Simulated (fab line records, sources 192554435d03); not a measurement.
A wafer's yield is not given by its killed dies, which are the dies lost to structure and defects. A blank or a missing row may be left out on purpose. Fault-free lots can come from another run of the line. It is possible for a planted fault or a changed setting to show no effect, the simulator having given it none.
Matching of chambers :: flow n5_finfet :: N5_DUMMY_GATE_ETCH_32 on rie_si-04: 4 sister chambers
The step etches SiO2 in CF4, target depth 3.5 nm, time 3.9 s. 4 wafers are shown with their chamber, then 7 later ones without.

## WAFERS, EACH WITH ITS CHAMBER
wafer: L074.4
chamber: 1
throttle_valve_pct (%): 22.05

wafer: L087.6
chamber: 2
throttle_valve_pct (%): 22.07

wafer: L088.1
chamber: 3
throttle_valve_pct (%): 21.82

wafer: L088.3
chamber: 0
throttle_valve_pct (%): 21.34

## WAFERS MISSING THEIR CHAMBER
wafer: L088.5
throttle_valve_pct (%): 22.08

wafer: L090.2
throttle_valve_pct (%): 21.80

wafer: L090.3
throttle_valve_pct (%): 22.05

wafer: L090.4
throttle_valve_pct (%): 22.06

wafer: L095.1
throttle_valve_pct (%): 21.80

wafer: L095.3
throttle_valve_pct (%): 21.34

wafer: L095.5
throttle_valve_pct (%): 22.08

## CHAMBER TAKEN BY EACH
wafer: L088.5
from the rows above: can't be placed: 2 or 1
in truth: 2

wafer: L090.2
from the rows above: 3
in truth: 3

wafer: L090.3
from the rows above: can't be placed: 1 or 2
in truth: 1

wafer: L090.4
from the rows above: can't be placed: 1 or 2
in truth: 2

wafer: L095.1
from the rows above: 3
in truth: 3

wafer: L095.3
from the rows above: 0
in truth: 0

wafer: L095.5
from the rows above: can't be placed: 2 or 1
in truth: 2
Correct placement for 3 of the 7. These rows do not allow placing 4 (true chamber among the candidates in 4). Number placed wrongly: 0.
How it was worked out, from the rows above alone: a wafer's distance from a chamber is the root of the sum, over the readings, of the square of ((its reading less the chamber's mean) divided by the reading's scatter). The wafer belongs to the nearest chamber; if the next one is less than 2 further off, it can't be placed. Each chamber's mean is taken over the wafers shown for it. The scatter (one wafer shown for each chamber): square how far every hidden wafer sits from the nearest shown wafer, average those squares and take the square root.
